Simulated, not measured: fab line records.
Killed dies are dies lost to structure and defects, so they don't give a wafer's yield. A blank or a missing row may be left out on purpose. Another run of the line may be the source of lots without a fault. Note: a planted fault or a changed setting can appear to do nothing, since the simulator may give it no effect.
Chamber matching + flow n5Finfet + N5_HKMG_FIN_ETCH_86 on rieDiel-06 has 4 sister chambers
The step etches SOC in N2/H2, stops on TiN, target depth 393.2 nm. 14 wafers are shown with their chamber, then 7 later ones without.

WAFERS, EACH WITH ITS CHAMBER
| wafer  | chamber | showerheadPlenumPTorr (Torr) | drypumpMotorCurrentA (A) | throttleValvePct (%) |
|--------|---------|------------------------------|--------------------------|----------------------|
| L075.1 | 1       | 2.57                         | 4.9                      | 17.49                |
| L075.5 | 2       | 2.60                         | 5.5                      | 17.93                |
| L075.6 | 3       | 2.51                         | 5.3                      | 17.74                |
| L076.1 | 1       | 2.57                         | 4.9                      | 17.50                |
| L076.3 | 2       | 2.60                         | 5.5                      | 17.92                |
| L076.5 | 1       | 2.57                         | 4.9                      | 17.49                |
| L081.1 | 1       | 2.56                         | 4.9                      | 17.51                |
| L081.4 | 1       | 2.56                         | 5.0                      | 17.53                |
| L081.6 | 0       | 2.40                         | 5.5                      | 18.20                |
| L083.2 | 3       | 2.50                         | 5.3                      | 17.38                |
| L083.5 | 1       | 2.56                         | 4.9                      | 17.54                |
| L083.6 | 0       | 2.40                         | 5.6                      | 18.20                |
| L085.2 | 1       | 2.56                         | 4.9                      | 17.54                |
| L085.3 | 3       | 2.50                         | 5.3                      | 17.40                |

SIGNATURES, as means of the wafers listed above
| reading               | chamber 0 | chamber 1 | chamber 2 | chamber 3 | scatter within a chamber |
|-----------------------|-----------|-----------|-----------|-----------|--------------------------|
| showerheadPlenumPTorr | 2.4000    | 2.5643    | 2.6000    | 2.5033    | 0.00488                  |
| drypumpMotorCurrentA  | 5.550     | 4.914     | 5.500     | 5.300     | 0.0368                   |
| throttleValvePct      | 18.2000   | 17.5143   | 17.9250   | 17.5067   | 0.0921                   |
Rule: a wafer lies at a distance from a chamber equal to the root of the sum of squares, over the readings, of (its reading less the chamber's mean, divided by the reading's scatter). The wafer belongs to the nearest chamber; if the next one is less than 2 further off, it can't be placed. The scatter: the root of (the sum of the squares of (reading less its chamber's mean) over the shown wafers, divided by (wafers less chambers)).

WAFERS WITH NO CHAMBER GIVEN
| wafer  | showerheadPlenumPTorr (Torr) | drypumpMotorCurrentA (A) | throttleValvePct (%) |
|--------|------------------------------|--------------------------|----------------------|
| L085.5 | 2.50                         | 5.3                      | 17.37                |
| L091.1 | 2.55                         | 4.9                      | 17.55                |
| L091.2 | 2.72                         | 5.5                      | 17.72                |
| L091.5 | 2.55                         | 5.0                      | 17.55                |
| L094.2 | 2.49                         | 5.3                      | 17.43                |
| L094.4 | 2.58                         | 5.5                      | 18.03                |
| L094.5 | 2.58                         | 5.5                      | 18.01                |

EACH ONE'S CHAMBER
| wafer  | from the rows above | in truth                   |
|--------|---------------------|----------------------------|
| L085.5 | 3                   | 3                          |
| L091.1 | 1                   | 1                          |
| L091.2 | 2                   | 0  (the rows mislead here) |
| L091.5 | 1                   | 1                          |
| L094.2 | 3                   | 3                          |
| L094.4 | 2                   | 2                          |
| L094.5 | 2                   | 2                          |
Placed correctly: 6 of 7. Not placeable from these rows: 0. Placed wrongly: 1.
